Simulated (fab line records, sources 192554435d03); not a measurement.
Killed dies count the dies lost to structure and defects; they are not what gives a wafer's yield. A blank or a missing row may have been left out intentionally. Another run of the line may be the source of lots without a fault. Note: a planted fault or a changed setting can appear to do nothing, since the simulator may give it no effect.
Matching of chambers -- flow n5_finfet -- 4 sister chambers for N5_BEOL_M0_SAQP_ETCH_101 on rie_diel-04
The step etches SiNx in CH3F/O2, target depth 29.9 nm, time 42.7 s. 16 wafers are shown with their chamber, then 8 later ones without.

## WAFERS WITH THEIR CHAMBER
wafer,chamber,drypump_motor_current_A (A),throttle_valve_pct (%),rf_vpp_V (V)
L077.3,3,6.0,16.42,295
L077.5,1,5.4,16.72,303
L077.6,0,5.3,16.45,305
L079.2,2,5.9,16.15,290
L079.3,1,5.4,16.73,301
L079.6,2,5.9,16.13,290
L081.1,3,6.0,16.42,297
L081.3,0,5.3,16.48,306
L081.6,0,5.3,16.48,306
L084.1,3,6.0,16.44,295
L084.2,2,5.8,16.17,291
L084.4,1,5.4,16.77,303
L088.2,3,6.0,16.44,296
L088.5,3,6.0,16.44,298
L088.6,0,5.3,16.49,306
L089.4,1,5.4,16.77,303

SIGNATURES (means of the wafers above)
reading,chamber 0,chamber 1,chamber 2,chamber 3,scatter within a chamber
drypump_motor_current_A,5.300,5.400,5.867,6.000,0.0236
throttle_valve_pct,16.4750,16.7475,16.1500,16.4320,0.0188
rf_vpp_V,305.75,302.50,290.33,296.20,0.967
Rule: a wafer lies at a distance from a chamber equal to the root of the sum of squares, over the readings, of (its reading less the chamber's mean, divided by the reading's scatter). If the next closest chamber is less than 2 further off than the closest, the wafer can't be placed; otherwise it belongs to the closest. The scatter: the root of (the sum of the squares of (reading less its chamber's mean) over the shown wafers, divided by (wafers less chambers)).

## WAFERS WITH NO CHAMBER GIVEN
wafer,drypump_motor_current_A (A),throttle_valve_pct (%),rf_vpp_V (V)
L089.5,5.3,16.49,305
L089.6,5.5,16.78,302
L091.1,6.0,16.47,296
L091.3,5.4,16.78,302
L091.5,5.8,16.21,289
L097.1,5.4,16.81,303
L097.3,5.3,16.54,305
L097.5,5.3,16.55,306

## EACH ONE'S CHAMBER
wafer,from the rows above,in truth
L089.5,0,0
L089.6,1,1
L091.1,3,3
L091.3,1,1
L091.5,2,2
L097.1,1,1
L097.3,0,0
L097.5,0,0
Correctly placed: 8 of 8. Left unplaced by these rows: 0. Wrongly placed: 0.
